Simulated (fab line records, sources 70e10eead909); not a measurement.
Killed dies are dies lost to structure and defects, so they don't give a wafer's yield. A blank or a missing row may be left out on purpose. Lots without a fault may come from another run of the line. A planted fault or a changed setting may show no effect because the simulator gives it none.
fab line records | flow nand_harc
record lots=24 wafers=72 last_day=34
route steps=1302 shown A_STAIRCASE@843 A_SLIT@946 A_WL_FILL@982 A_CONTACT@1003
lots that met no fault: from a run of the same line without faults
start_h: hours from the record's first day to the start of the lot's first wafer shown | wait_h: hours since the lot's step before | " the same as in the row above | L1.1+2: a row that stands for several wafers | - no value, or no start given | * or withheld: withheld | < > ~ a bound
route shown NAME@n: a module of which the file shows steps, and the number in the route of the first | usual: mean/standard deviation of fault-free wafers | same: alike in all rows | chamber/n: place in a boat | sites: the reading at each site | _std_site: their standard deviation | _edge_site: outer sites' mean less inner sites' | radius_mm: how far each site lies from the wafer's centre | mask NAME#n: copy n | behind: the tool/chamber that last shaped the wafer | hold: why the lot was held/for how many hours/how that ended | device: the transistor (n, p or np) that didn't switch | end of line: the same wafers' tests at the end of the route | a step without rows: its recipe alone | killed: dies lost to structure and defects at the first sort, not the wafer's yield | map: a wafer's dies, x killed, . not, _ none there
set.NAME: the setting as run; set.NAME@STEP: as run at that earlier step | model.NAME: the simulator's own value behind a step, which no gauge read
steps of the route over a sample of lots; a table a step, a row a wafer
services: from which hour (start_h, from the record's first day; less than 0 if before it) a tool's chamber was out of use, for how many hours, and why
## steps
# step NHARC_A_STAIRCASE_STRIP_476
# recipe time_s=20 o2_flow_sccm=500 ar_flow_sccm=0 bias_w=0 chemistry=O2
# usual drypump_motor_current_A=5.9/0.31 oes_product_au=1.000/0.0097 rf_vpp_V=57.7/0.94 showerhead_plenum_p_Torr=3.45/0.15 throttle_valve_pct=17.036/0.0084
# columns lot.wafer tool chamber start_h wait_h drypump_motor_current_A oes_product_au rf_hours_counter_h rf_vpp_V showerhead_plenum_p_Torr throttle_valve_pct
L075.3 rie_diel-02 1 403.65 0.1 5.8 1.007 0 55.6 3.38 17.023
L075.2 " 3 " " 6.1 1.001 0 57.2 3.33 17.038
L075.4 " 0 " " 5.9 1.008 0 57.6 3.33 17.041
L074.4 rie_diel-02 3 417.88 0.1 6.1 1.001 7 57.8 3.33 17.036
L074.6 " 3 " " 6.1 0.993 - 57.6 3.33 17.032
L074.5 " 0 " " 5.9 0.994 - 57.2 3.32 17.025
L077.1 rie_diel-02 1 419.18 0.2 5.8 1.003 5 58.1 3.38 17.036
L077.5 " 1 " " 5.8 1.007 - 58.1 3.38 17.035
L077.6 " 2 " " 6.1 1.008 - 58.3 3.55 17.027
L076.2 rie_diel-04 0 419.26 0.1 5.7 1.005 19 57.1 3.33 17.036
L076.3 " 2 " " 6.1 0.991 21 57.4 3.36 17.023
L076.6 " 0 " " 5.7 1.004 - 56.2 3.33 17.042
L078.1 rie_diel-02 0 426.58 0.1 5.9 0.995 8 58.0 3.32 17.043
L078.4 " 2 " " 6.1 1.000 8 57.0 3.55 17.020
L078.6 " 0 " " 5.9 0.993 - 57.7 3.32 17.030
L079.4 rie_diel-04 3 430.16 0.1 6.1 0.995 22 55.7 3.29 17.037
L079.1 " 2 " " 6.1 0.991 21 58.0 3.36 17.042
L079.5 " 3 " " 6.1 0.988 - 57.5 3.29 17.032
L080.4 rie_diel-06 0 443.07 0.1 5.2 0.988 38 57.0 3.52 17.036
L080.6 " 0 " " 5.1 0.986 - 58.1 3.53 17.041
L080.5 " 1 " " 6.0 1.005 - 58.4 3.63 17.037
L081.4 rie_diel-04 1 464.24 0.1 6.0 1.000 27 58.6 3.38 17.036
L081.3 " 0 " " 5.7 1.009 30 56.0 3.32 17.050
L081.6 " 2 " " 6.2 0.992 - 59.0 3.35 17.038
L082.2 rie_diel-06 3 485.13 0.1 5.8 1.014 53 58.4 3.78 17.045
L082.4 " 0 " " 5.2 0.985 51 57.9 3.52 17.039
L082.5 " 3 " " 5.8 1.003 - 58.4 3.78 17.041
L083.2 rie_diel-02 2 486.56 0.2 6.1 1.000 27 56.4 3.54 17.042
L083.6 " 2 " " 6.1 1.012 - 57.4 3.54 17.048
L083.5 " 3 " " 6.1 0.986 - 58.0 3.32 17.034
L085.3 rie_diel-04 3 498.26 0.1 6.1 0.980 44 57.6 3.28 17.025
L085.6 " 0 " " 5.6 1.002 - 57.1 3.31 17.037
L085.5 " 1 " " 6.0 0.993 - 56.2 3.37 17.029
L086.1 rie_diel-06 2 499.58 0.1 6.2 0.989 0 58.0 3.39 17.040
L086.4 " 3 " " 5.8 1.000 0 59.3 3.78 17.039
L086.6 " 3 " " 5.8 0.998 - 57.7 3.78 17.030
L084.2 rie_diel-06 1 501.50 0.1 6.0 1.007 0 55.5 3.62 17.048
L084.1 " 3 " " 5.8 1.011 0 57.9 3.78 17.020
L084.5 " 1 " " 6.0 1.014 - 58.6 3.62 17.062
L087.2 rie_diel-02 0 536.32 0.1 5.9 0.999 32 58.0 3.31 17.027
L087.6 " 2 " " 6.1 1.006 - 56.7 3.53 17.019
L087.5 " 3 " " 6.1 0.995 - 57.6 3.31 17.036
L088.1 rie_diel-06 3 544.01 3.6 5.8 1.002 19 59.0 3.77 17.042
L088.2 " 0 " " 5.2 0.993 11 58.1 3.51 17.033
L088.3 " 2 " " 6.2 1.000 21 56.6 3.38 17.032
L090.4 rie_diel-02 1 548.56 0.1 5.8 1.006 42 57.8 3.36 17.030
L090.1 " 2 " " 6.1 1.014 46 58.5 3.53 17.046
L090.2 " 3 " " 6.1 0.997 48 56.2 3.30 17.043
L089.3 rie_diel-02 3 553.69 0.1 6.1 1.005 50 56.3 3.30 17.038
L089.4 " 0 " " 6.0 1.009 38 58.0 3.31 17.035
L089.2 " 2 " " 6.1 1.016 48 58.5 3.53 17.036
L091.3 rie_diel-04 3 576.66 0.1 6.1 1.001 11 58.9 3.80 17.038
L091.4 " 0 " " 5.7 1.015 11 57.3 3.30 17.044
L091.5 " 0 " " 5.7 1.011 - 56.9 3.30 17.033
L093.2 rie_diel-06 0 578.73 0.1 5.2 0.995 17 59.1 3.51 17.029
L093.1 " 1 " " 6.1 1.013 26 57.5 3.61 17.044
L093.5 " 0 " " 5.2 0.985 - 57.1 3.51 17.033
L092.2 rie_diel-06 2 580.92 0.2 6.2 1.009 32 57.6 3.38 17.043
L092.3 " 1 " " 6.0 1.019 27 57.6 3.61 17.036
L092.5 " 2 " " 6.2 1.007 - 58.9 3.38 17.046
L094.3 rie_diel-06 2 582.65 0.1 6.2 1.000 32 59.1 3.38 17.033
L094.4 " 1 " " 6.0 1.018 - 58.8 3.61 17.034
L094.6 " 0 " " 5.2 0.988 - 58.2 3.51 17.028
L095.4 rie_diel-06 0 600.74 0.1 5.2 0.991 26 58.6 3.50 17.036
L095.6 " 3 " " 5.8 1.016 - 57.6 3.76 17.050
L095.5 " 0 " " 5.2 0.991 - 58.4 3.50 17.049
L096.3 rie_diel-06 0 629.73 0.1 5.2 0.983 35 57.8 3.50 17.041
L096.4 " 1 " " 6.1 1.020 40 56.9 3.60 17.033
L096.6 " 0 " " 5.2 0.981 - 58.2 3.50 17.042
L097.4 rie_diel-02 2 632.64 0.1 6.1 1.006 24 57.3 3.51 17.036
L097.1 " 3 " " 6.0 0.997 20 57.1 3.29 17.038
L097.6 " 1 " " 5.8 1.012 - 56.6 3.34 17.024
# step NHARC_A_STAIRCASE_ALD_420
# recipe target_thk_a=200 pulse_time_s=6 ald_cycles=200 temp_c=300 material=SiO2
# usual heater_power_w=505/38 precursor_pulse_height_rel=1.002/0.017
# same ald_cycles=200
# columns lot.wafer tool chamber start_h wait_h heater_power_w precursor_pulse_height_rel
L075.4 ald_hk-02 2 407.52 - 519 0.985
L075.3 " 0 " " 513 1.000
L075.2 " 1 " " 481 0.967
L077.1 ald_hk-01 1 420.86 - 472 0.996
L077.6 " 0 " " 491 1.003
L077.5 " 1 " " 465 1.024
L076.2 ald_hk-02 3 420.90 - 533 0.972
L076.3 " 0 " " 514 0.976
L076.6 " 3 " " 547 0.986
L074.4 ald_hk-04 2 421.02 - 522 1.013
L074.5 " 0 " " 560 1.028
L074.6 " 1 " " 482 1.002
L078.1 ald_hk-04 3 429.40 - 483 0.972
L078.4 " 2 " " 528 1.013
L078.6 " 3 " " 472 0.992
L079.4 ald_hk-04 0 432.98 - 559 0.992
L079.1 " 3 " " 477 0.992
L079.5 " 1 " " 475 1.008
L080.4 ald_hk-02 0 445.87 - 504 1.005
L080.6 " 0 " " 497 1.016
L080.5 " 1 " " 493 0.976
L081.3 ald_hk-02 2 467.08 - 504 0.966
L081.4 " 0 " " 518 1.007
L081.6 " 3 " " 544 0.994
L083.2 ald_hk-01 2 488.93 - 500 0.996
L083.5 " 0 " " 480 1.002
L083.6 " 1 " " 486 0.989
L082.4 ald_hk-04 0 489.30 - 543 0.983
L082.2 " 1 " " 450 1.001
L082.5 " 1 " " 446 0.973
L085.3 ald_hk-04 2 501.22 - 546 1.003
L085.6 " 1 " " 453 0.974
L085.5 " 2 " " 555 0.996
L086.4 ald_hk-01 0 501.37 - 459 0.994
L086.1 " 1 " " 495 1.016
L086.6 " 3 " " 489 0.979
L084.2 ald_hk-04 1 504.47 - 463 0.981
L084.1 " 3 " " 456 1.013
L084.5 " 0 " " 559 1.043
L087.2 ald_hk-01 3 539.45 - 486 0.995
L087.5 " 1 " " 478 1.046
L087.6 " 2 " " 493 1.024
L088.3 ald_hk-04 3 546.97 - 461 1.002
L088.1 " 0 " " 562 1.011
L088.2 " 1 " " 447 0.955
L090.1 ald_hk-02 1 551.43 0.1 477 1.020
L090.4 " 2 " " 527 0.999
L090.2 " 0 " " 506 0.993
L089.3 ald_hk-04 1 556.67 - 457 0.997
L089.2 " 2 " " 540 1.015
L089.4 " 3 " " 461 1.019
L091.4 ald_hk-04 2 579.85 - 536 1.001
L091.3 " 3 " " 455 1.031
L091.5 " 1 " " 448 1.005
L093.1 ald_hk-04 3 581.53 - 454 0.996
L093.2 " 1 " " 471 0.999
L093.5 " 3 " " 446 0.998
L092.3 ald_hk-02 0 583.88 - 500 0.992
L092.2 " 1 " " 482 0.987
L092.5 " 0 " " 486 0.974
L094.3 ald_hk-04 2 585.49 - 547 0.996
L094.4 " 0 " " 559 1.030
L094.6 " 2 " " 539 1.010
L095.4 ald_hk-01 0 605.90 - 487 0.964
L095.5 " 2 " " 495 1.030
L095.6 " 3 " " 502 1.021
L096.4 ald_hk-04 2 632.69 - 531 0.987
L096.3 " 0 " " 584 0.995
L096.6 " 2 " " 527 1.001
L097.4 ald_hk-04 0 635.45 - 589 1.019
L097.1 " 2 " " 529 1.028
L097.6 " 1 " " 470 1.009
# step NHARC_A_STAIRCASE_ETCHBACK_422
# recipe target_depth_a=400 over_etch_frac=0.3 time_s=74.286 ion_energy_ev=120 ch3f_flow_sccm=50 o2_flow_sccm=30 ar_flow_sccm=200 rf_w=500 bias_w=100 chemistry=CH3F/O2
# usual drypump_motor_current_A=5.93/0.26 oes_product_au=0.95/0.039 rf_fwd_power_W=496.1/1.9 rf_vpp_V=243.5/1.7 showerhead_plenum_p_Torr=2.40/0.12 throttle_valve_pct=20.663/0.0091
# columns lot.wafer tool chamber start_h wait_h drypump_motor_current_A oes_product_au rf_fwd_power_W rf_hours_counter_h rf_vpp_V showerhead_plenum_p_Torr throttle_valve_pct
L075.2 rie_diel-02 1 449.20 0.1 5.83 0.92 496.5 12 242.2 2.35 20.669
L075.3 " 2 " " 6.12 0.94 497.3 14 243.3 2.47 20.652
L075.4 " 2 " " 6.10 0.92 497.2 - 244.0 2.47 20.660
L077.1 rie_diel-04 1 457.68 0.2 5.96 0.91 500.2 26 243.2 2.35 20.666
L077.5 " 0 " " 5.67 0.92 495.7 - 242.3 2.31 20.675
L077.6 " 1 " " 5.95 0.92 500.3 - 242.6 2.35 20.653
L074.4 rie_diel-02 2 457.93 0.1 6.08 0.93 499.8 18 243.1 2.47 20.663
L074.6 " 1 " " 5.84 0.92 498.4 - 242.8 2.35 20.642
L074.5 " 2 " " 6.10 0.93 498.2 - 243.6 2.47 20.672
L076.2 rie_diel-04 1 458.76 0.1 5.98 0.92 499.4 27 242.7 2.35 20.653
L076.3 " 0 " " 5.64 0.93 495.7 29 242.9 2.31 20.673
L076.6 " 2 " " 6.16 0.92 496.2 - 243.5 2.33 20.661
L079.4 rie_diel-04 1 472.47 0.2 5.96 0.99 497.8 34 242.8 2.35 20.680
L079.1 " 2 " " 6.12 0.98 494.9 37 243.1 2.33 20.644
L079.5 " 1 " " 5.93 1.00 499.8 - 243.0 2.35 20.660
L078.4 rie_diel-04 2 472.74 0.1 6.14 0.91 493.9 37 243.4 2.33 20.647
L078.1 " 0 " " 5.65 0.93 495.9 34 243.5 2.31 20.678
L078.6 " 2 " " 6.16 0.91 492.2 - 242.2 2.33 20.650
L080.4 rie_diel-02 0 491.45 0.1 5.96 0.90 496.3 23 242.3 2.30 20.664
L080.6 " 0 " " 5.92 0.92 498.8 - 243.5 2.31 20.661
L080.5 " 1 " " 5.80 0.93 497.5 - 242.8 2.34 20.664
L081.4 rie_diel-04 3 514.51 0.1 6.11 0.92 498.1 49 242.5 2.28 20.652
L081.3 " 1 " " 5.99 0.92 495.9 44 243.3 2.35 20.652
L081.6 " 0 " " 5.66 0.94 497.5 - 242.4 2.30 20.672
L082.2 rie_diel-06 2 528.65 0.1 6.23 1.00 498.9 10 243.5 2.36 20.673
L082.5 " 1 " " 6.03 1.01 493.9 - 246.3 2.52 20.665
L082.4 " 3 " " 5.74 1.00 495.6 - 248.0 2.63 20.668
L083.2 rie_diel-02 2 529.06 0.2 6.17 0.94 496.6 39 242.9 2.46 20.654
L083.5 " 0 " " 5.91 0.92 497.8 - 241.3 2.30 20.663
L083.6 " 1 " " 5.85 0.92 497.4 - 243.3 2.34 20.651
L085.3 rie_diel-04 1 543.15 0.2 5.95 1.01 493.8 0 241.7 2.34 20.675
L085.5 " 2 " " 6.15 1.00 495.4 - 243.8 2.32 20.662
L085.6 " 1 " " 5.93 1.02 495.8 - 244.1 2.34 20.658
L084.2 rie_diel-02 3 543.68 0.1 6.06 0.97 498.9 47 242.1 2.30 20.675
L084.1 " 1 " " 5.78 0.98 494.6 41 242.1 2.34 20.658
L084.5 " 3 " " 6.09 0.96 497.4 - 242.2 2.30 20.662
L086.4 rie_diel-06 3 546.21 0.2 5.75 0.93 494.1 20 247.8 2.63 20.656
L086.1 " 0 " " 5.19 0.92 495.9 13 242.8 2.45 20.654
L086.6 " 1 " " 6.03 0.94 493.8 - 244.4 2.52 20.658
L087.2 rie_diel-04 2 576.26 0.1 6.11 0.99 497.5 12 241.9 2.32 20.674
L087.6 " 2 " " 6.15 0.99 498.5 - 241.8 2.32 20.663
L087.5 " 3 " " 6.14 1.01 494.3 - 247.1 2.66 20.655
L088.3 rie_diel-04 1 594.15 0.1 5.99 1.01 497.8 18 243.4 2.34 20.674
L088.1 " 2 " " 6.11 1.00 496.3 18 241.9 2.31 20.658
L088.2 " 0 " " 5.66 1.01 499.3 20 241.8 2.29 20.662
L089.4 rie_diel-04 3 594.43 0.1 6.08 0.93 494.7 16 245.0 2.65 20.681
L089.3 " 1 " " 5.95 0.93 497.0 18 241.1 2.34 20.654
L089.2 " 2 " " 6.12 0.93 494.8 18 242.5 2.31 20.670
L090.4 rie_diel-02 2 597.02 0.1 6.14 0.99 497.7 11 242.8 2.45 20.668
L090.1 " 0 " " 5.96 1.00 496.7 8 242.0 2.29 20.672
L090.2 " 1 " " 5.80 1.00 496.2 10 242.5 2.33 20.667
L094.4 rie_diel-06 2 620.07 0.1 6.21 0.92 495.9 42 242.3 2.34 20.664
L094.3 " 1 " " 6.03 0.94 493.0 38 244.5 2.51 20.666
L094.6 " 2 " " 6.21 0.92 495.9 - 241.9 2.34 20.656
L093.2 rie_diel-06 3 620.36 0.1 5.77 0.93 495.9 38 246.3 2.62 20.662
L093.1 " 1 " " 6.02 0.93 492.1 38 243.6 2.51 20.645
L093.5 " 0 " " 5.15 0.92 495.6 - 244.7 2.44 20.666
L092.2 rie_diel-06 0 621.05 0.2 5.18 0.91 496.4 33 243.6 2.44 20.669
L092.3 " 2 " " 6.21 0.92 495.5 42 243.8 2.34 20.654
L092.5 " 3 " " 5.75 0.93 493.4 - 246.7 2.62 20.654
L091.4 rie_diel-06 0 622.97 0.1 5.19 0.91 496.9 33 244.7 2.44 20.651
L091.3 " 2 " " 6.21 0.91 496.1 43 242.9 2.34 20.660
L091.5 " 0 " " 5.16 0.90 495.9 - 243.7 2.44 20.660
L095.4 rie_diel-04 1 648.39 0.2 6.02 1.02 496.4 36 242.5 2.33 20.662
L095.5 " 3 " " 6.11 1.01 496.4 - 247.3 2.65 20.671
L095.6 " 0 " " 5.66 1.01 497.0 - 241.2 2.29 20.674
L096.3 rie_diel-06 1 672.55 0.1 6.04 1.00 492.3 0 245.2 2.51 20.669
L096.4 " 3 " " 5.78 1.00 496.3 0 247.4 2.62 20.667
L096.6 " 2 " " 6.20 0.98 495.9 - 242.2 2.34 20.657
L097.1 rie_diel-06 2 674.27 0.1 6.24 0.98 497.8 0 243.1 2.34 20.664
L097.4 " 0 " " 5.20 0.99 498.1 1 243.3 2.43 20.675
L097.6 " 1 " " 6.04 1.01 493.3 - 244.6 2.51 20.660
# step NHARC_A_SLIT_CD_MEAS_21
# usual cd_nm=289.4/0.99
# columns lot.wafer tool chamber start_h wait_h cd_nm
L075.2 cd_sem-02 - 472.36 - 289.5
L075.3 " - " " 289.6
L075.4 " - " " 288.6
L077.1 cd_sem-02 - 478.08 - 287.6
L077.5 " - " " 288.1
L077.6 " - " " 287.9
L074.4 cd_sem-02 - 478.59 - 289.9
L074.5 " - " " 288.3
L074.6 " - " " 289.5
L076.2 cd_sem-03 - 481.86 - 290.2
L076.3 " - " " 290.7
L076.6 " - " " 288.9
L079.1 cd_sem-03 - 494.03 - 290.1
L079.4 " - " " 289.4
L079.5 " - " " 290.7
L078.1 cd_sem-01 - 494.89 - 287.3
L078.4 " - " " 287.7
L078.6 " - " " 288.4
L080.4 cd_sem-01 - 514.12 - 288.1
L080.5 " - " " 289.2
L080.6 " - " " 289.8
L081.3 cd_sem-03 - 539.93 - 290.0
L081.4 " - " " 289.6
L081.6 " - " " 290.3
L083.2 cd_sem-02 - 549.69 - 288.2
L083.5 " - " " 288.7
L083.6 " - " " 289.4
L082.2 cd_sem-01 - 550.98 - 289.2
L082.4 " - " " 289.7
L082.5 " - " " 290.0
L086.1 cd_sem-02 - 563.84 - 289.1
L086.4 " - " " 289.2
L086.6 " - " " 289.8
L084.1 cd_sem-02 - 567.79 - 290.5
L084.2 " - " " 289.4
L084.5 " - " " 291.1
L085.3 cd_sem-01 - 568.49 - 288.5
L085.5 " - " " 288.7
L085.6 " - " " 289.0
L087.2 cd_sem-02 - 597.96 - 290.3
L087.5 " - " " 290.6
L087.6 " - " " 290.4
L089.2 cd_sem-03 - 617.99 - 289.3
L089.3 " - " " 289.2
L089.4 " - " " 289.7
L088.1 cd_sem-03 - 621.76 - 289.2
L088.2 " - " " 290.0
L088.3 " - " " 289.0
L090.1 cd_sem-03 - 625.50 - 289.8
L090.2 " - " " 290.0
L090.4 " - " " 290.7
L092.2 cd_sem-02 - 641.88 0.1 290.6
L092.3 " - " " 290.3
L092.5 " - " " 290.8
L093.1 cd_sem-03 - 642.58 - 290.0
L093.2 " - " " 290.3
L093.5 " - " " 289.8
L094.3 cd_sem-02 - 645.75 0.1 288.9
L094.4 " - " " 289.3
L094.6 " - " " 288.5
L091.3 cd_sem-01 - 649.52 - 289.0
L091.4 " - " " 290.3
L091.5 " - " " 290.5
L095.4 cd_sem-03 - 672.92 - 286.5
L095.5 " - " " 287.2
L095.6 " - " " 287.0
L097.1 cd_sem-01 - 693.57 - 290.3
L097.4 " - " " 290.5
L097.6 " - " " 290.8
L096.3 cd_sem-02 - 697.43 - 288.0
L096.4 " - " " 288.5
L096.6 " - " " 289.0
# step NHARC_A_WL_FILL_INSPECT_15
# usual raw_defect_count=478/130
# columns lot.wafer tool chamber start_h wait_h raw_defect_count
L075.2 defect_inspect-02 - 500.70 0.0 485
L075.3 " - " " 464
L075.4 " - " " 494
L074.4 defect_inspect-02 - 503.94 0.0 419
L074.5 " - " " 457
L074.6 " - " " 375
L077.1 defect_inspect-01 - 503.99 0.0 588
L077.5 " - " " 914
L077.6 " - " " 833
L076.2 defect_inspect-01 - 507.91 0.0 555
L076.3 " - " " 640
L076.6 " - " " 757
L078.1 defect_inspect-01 - 519.07 0.0 285
L078.4 " - " " 354
L078.6 " - " " 326
L079.1 defect_inspect-01 - 519.20 0.0 644
L079.4 " - " " 674
L079.5 " - " " 466
L080.4 defect_inspect-01 - 542.32 0.0 449
L080.5 " - " " 512
L080.6 " - " " 572
L081.3 defect_inspect-01 - 564.37 0.0 416
L081.4 " - " " 533
L081.6 " - " " 413
L083.2 defect_inspect-01 - 574.69 0.0 453
L083.5 " - " " 373
L083.6 " - " " 487
L082.2 defect_inspect-02 - 574.69 0.0 469
L082.4 " - " " 615
L082.5 " - " " 614
L086.1 defect_inspect-02 - 588.47 0.0 507
L086.4 " - " " 378
L086.6 " - " " 523
L084.1 defect_inspect-02 - 596.04 0.0 584
L084.2 " - " " 339
L084.5 " - " " 459
L085.3 defect_inspect-01 - 596.06 0.0 509
L085.5 " - " " 496
L085.6 " - " " 493
L087.2 defect_inspect-01 - 623.40 0.0 395
L087.5 " - " " 487
L087.6 " - " " 409
L089.2 defect_inspect-02 - 643.02 0.0 760
L089.3 " - " " 386
L089.4 " - " " 449
L088.1 defect_inspect-01 - 647.10 0.0 342
L088.2 " - " " 434
L088.3 " - " " 297
L090.1 defect_inspect-02 - 651.05 0.0 458
L090.2 " - " " 388
L090.4 " - " " 538
L093.1 defect_inspect-02 - 668.02 0.0 447
L093.2 " - " " 456
L093.5 " - " " 501
L094.3 defect_inspect-02 - 668.16 0.0 375
L094.4 " - " " 506
L094.6 " - " " 424
L092.2 defect_inspect-02 - 671.30 0.0 479
L092.3 " - " " 576
L092.5 " - " " 631
L091.3 defect_inspect-01 - 674.60 0.0 371
L091.4 " - " " 337
L091.5 " - " " 520
L095.4 defect_inspect-01 - 697.99 0.0 292
L095.5 " - " " 372
L095.6 " - " " 423
L097.1 defect_inspect-02 - 719.19 0.0 545
L097.4 " - " " 521
L097.6 " - " " 584
L096.3 defect_inspect-02 - 722.37 0.0 489
L096.4 " - " " 454
L096.6 " - " " 343
# step NHARC_A_CONTACT_ETCH_50
# recipe target_depth_a=1210 time_s=60.5 cf4_flow_sccm=100 chf3_flow_sccm=30 ar_flow_sccm=0 rf_w=500 bias_w=200 chemistry=CF4/CHF3
# usual drypump_motor_current_A=5.9/0.41 oes_product_au=0.947/0.022 rf_fwd_power_W=495.3/2.1 rf_vpp_V=370.1/2.6 showerhead_plenum_p_Torr=1.56/0.077 throttle_valve_pct=16.802/0.0096
# columns lot.wafer tool chamber start_h wait_h drypump_motor_current_A oes_product_au rf_fwd_power_W rf_hours_counter_h rf_vpp_V showerhead_plenum_p_Torr throttle_valve_pct
L075.2 rie_diel-11 2 - - 5.9 0.935 493.9 4 367.6 1.49 16.787
L075.4 " 3 " " 6.6 0.925 493.1 4 372.6 1.66 16.807
L075.3 " 0 " " 5.2 0.922 496.0 3 370.8 1.60 16.802
L074.4 rie_diel-11 0 - - 5.1 0.983 496.6 5 371.8 1.60 16.807
L074.6 " 3 " " 6.6 0.985 496.4 - 373.5 1.66 16.813
L074.5 " 0 " " 5.1 0.972 497.0 - 371.9 1.60 16.797
L077.1 rie_diel-04 1 - - 6.0 0.920 496.5 43 367.5 1.50 16.786
L077.6 " 3 " " 6.1 0.916 495.2 - 366.2 1.46 16.778
L077.5 " 0 " " 5.7 0.936 495.3 - 368.1 1.48 16.800
L076.3 rie_diel-06 2 - - 6.2 0.960 495.5 3 369.0 1.51 16.803
L076.2 " 3 " " 5.8 0.981 493.3 3 374.5 1.69 16.811
L076.6 " 1 " " 6.0 0.973 493.3 - 372.6 1.62 16.814
L078.1 rie_diel-04 3 - - 6.1 0.915 490.9 56 367.2 1.46 16.809
L078.4 " 1 " " 5.9 0.937 496.5 49 368.9 1.50 16.791
L078.6 " 3 " " 6.1 0.920 497.0 - 366.1 1.46 16.808
L079.1 rie_diel-11 3 - - 6.6 0.939 496.8 9 374.4 1.66 16.816
L079.4 " 0 " " 5.2 0.939 494.5 9 371.3 1.60 16.818
L079.5 " 2 " " 5.9 0.941 494.2 - 368.6 1.49 16.792
L080.4 rie_diel-04 1 - - 5.9 0.951 495.5 2 368.6 1.50 16.802
L080.5 " 3 " " 6.1 0.960 495.6 - 375.9 1.70 16.808
L080.6 " 0 " " 5.7 0.961 495.8 - 365.5 1.47 16.802
L081.4 rie_diel-11 3 - - 6.6 0.968 495.3 17 373.6 1.66 16.795
L081.3 " 1 " " 6.1 0.975 495.2 15 372.2 1.59 16.796
L081.6 " 3 " " 6.6 0.969 494.0 - 374.7 1.66 16.813
L082.2 rie_diel-11 2 - - 5.9 0.960 495.2 18 366.5 1.49 16.815
L082.4 " 0 " " 5.2 0.981 494.9 19 370.5 1.60 16.801
L082.5 " 2 " " 5.9 0.970 493.8 - 367.1 1.49 16.767
L083.2 rie_diel-11 2 - - 5.9 0.940 494.0 19 368.6 1.49 16.791
L083.5 " 3 " " 6.6 0.953 494.3 - 373.3 1.66 16.798
L083.6 " 0 " " 5.1 0.948 497.3 - 372.6 1.60 16.802
L086.1 rie_diel-11 1 - - 6.1 0.953 493.5 21 371.3 1.59 16.810
L086.4 " 2 " " 5.9 0.970 497.3 22 367.8 1.48 16.799
L086.6 " 0 " " 5.2 0.967 497.1 - 370.9 1.59 16.806
L084.2 rie_diel-06 3 - - 5.8 0.929 494.3 31 373.3 1.68 16.796
L084.1 " 0 " " 5.2 0.911 494.0 26 370.0 1.56 16.805
L084.5 " 1 " " 6.1 0.940 490.6 - 372.8 1.61 16.784
L085.3 rie_diel-04 2 - - 6.1 0.921 496.1 20 366.2 1.48 16.804
L085.6 " 1 " " 5.9 0.935 498.2 - 369.1 1.50 16.796
L085.5 " 2 " " 6.2 0.928 497.2 - 367.9 1.48 16.818
L087.2 rie_diel-04 2 - - 6.1 0.928 495.9 30 368.7 1.48 16.805
L087.5 " 2 " " 6.1 0.918 496.8 - 368.3 1.48 16.811
L087.6 " 3 " " 6.1 0.937 495.0 - 373.8 1.69 16.801
L089.3 rie_diel-04 0 - - 5.7 0.936 496.3 36 365.1 1.47 16.799
L089.2 " 1 " " 6.0 0.931 497.0 36 367.9 1.49 16.786
L089.4 " 2 " " 6.1 0.925 495.5 - 368.8 1.48 16.804
L088.3 rie_diel-04 2 - - 6.1 0.921 496.0 35 368.8 1.48 16.801
L088.2 " 0 " " 5.6 0.932 497.6 38 365.6 1.47 16.800
L088.1 " 1 " " 6.0 0.940 496.0 38 368.2 1.49 16.808
L090.2 rie_diel-11 2 - - 5.9 0.985 495.9 0 367.6 1.48 16.809
L090.1 " 3 " " 6.6 0.959 493.0 0 372.1 1.65 16.791
L090.4 " 0 " " 5.2 0.971 497.3 0 371.1 1.59 16.806
L093.2 rie_diel-06 0 - - 5.2 0.948 493.7 1 370.2 1.56 16.798
L093.1 " 1 " " 6.0 0.960 491.5 1 372.5 1.60 16.810
L093.5 " 2 " " 6.2 0.951 494.3 - 367.5 1.50 16.786
L094.4 rie_diel-11 0 - - 5.1 0.953 494.2 6 372.5 1.59 16.821
L094.3 " 3 " " 6.6 0.948 494.0 5 372.1 1.65 16.801
L094.6 " 1 " " 6.1 0.961 493.9 - 370.5 1.59 16.788
L092.2 rie_diel-11 2 - - 5.9 0.935 497.1 7 368.4 1.48 16.801
L092.3 " 3 " " 6.6 0.911 492.9 6 373.9 1.65 16.798
L092.5 " 2 " " 5.9 0.929 496.5 - 368.2 1.48 16.808
L091.3 rie_diel-11 2 - - 5.9 0.960 499.8 7 369.4 1.48 16.805
L091.4 " 0 " " 5.2 0.974 499.4 9 373.2 1.59 16.809
L091.5 " 2 " " 5.9 0.959 499.5 - 367.3 1.48 16.814
L095.4 rie_diel-06 0 - - 5.1 0.956 495.0 10 369.4 1.56 16.792
L095.5 " 0 " " 5.1 0.965 495.6 - 370.1 1.56 16.806
L095.6 " 1 " " 6.0 0.979 491.8 - 371.9 1.60 16.787
L097.4 rie_diel-04 0 - - 5.7 0.978 494.1 2 375.2 1.70 16.809
L097.1 " 2 " " 6.2 0.959 493.3 2 367.6 1.47 16.799
L097.6 " 3 " " 6.1 0.960 497.5 - 375.2 1.69 16.806
L096.3 rie_diel-06 2 - - 6.2 0.913 495.2 23 368.9 1.49 16.788
L096.4 " 3 " " 5.7 0.927 494.3 21 372.0 1.67 16.811
L096.6 " 2 " " 6.2 0.918 493.4 - 368.2 1.49 16.809
## services
# columns tool chamber start_h hours kind
rie_diel-02 - 393.77 9.0 pm
ald_hk-04 - 435.58 10.0 pm
rie_diel-11 3 444.94 3.1 repair
rie_diel-11 - 469.03 9.0 pm
rie_diel-06 - 485.34 9.0 pm
rie_diel-02 2 500.57 1.9 repair
rie_diel-04 2 506.47 6.2 repair
ald_hk-04 - 510.36 0.5 repair
rie_diel-11 1 522.40 4.4 repair
rie_diel-06 0 524.67 9.9 repair
rie_diel-04 - 532.18 9.0 pm
rie_diel-06 1 551.05 2.3 repair
rie_diel-11 1 553.53 7.1 repair
rie_diel-06 0 565.19 10.4 repair
rie_diel-02 - 573.36 9.0 pm
rie_diel-06 2 589.06 6.9 repair
rie_diel-06 1 611.16 8.6 repair
ald_hk-04 - 613.58 10.0 pm
rie_diel-04 2 633.68 5.4 repair
rie_diel-02 0 641.24 7.2 repair
rie_diel-04 3 648.56 46.2 repair
rie_diel-06 - 662.38 9.0 pm
rie_diel-06 0 707.48 1.6 repair
rie_diel-04 - 709.18 9.0 pm
## key
fault none
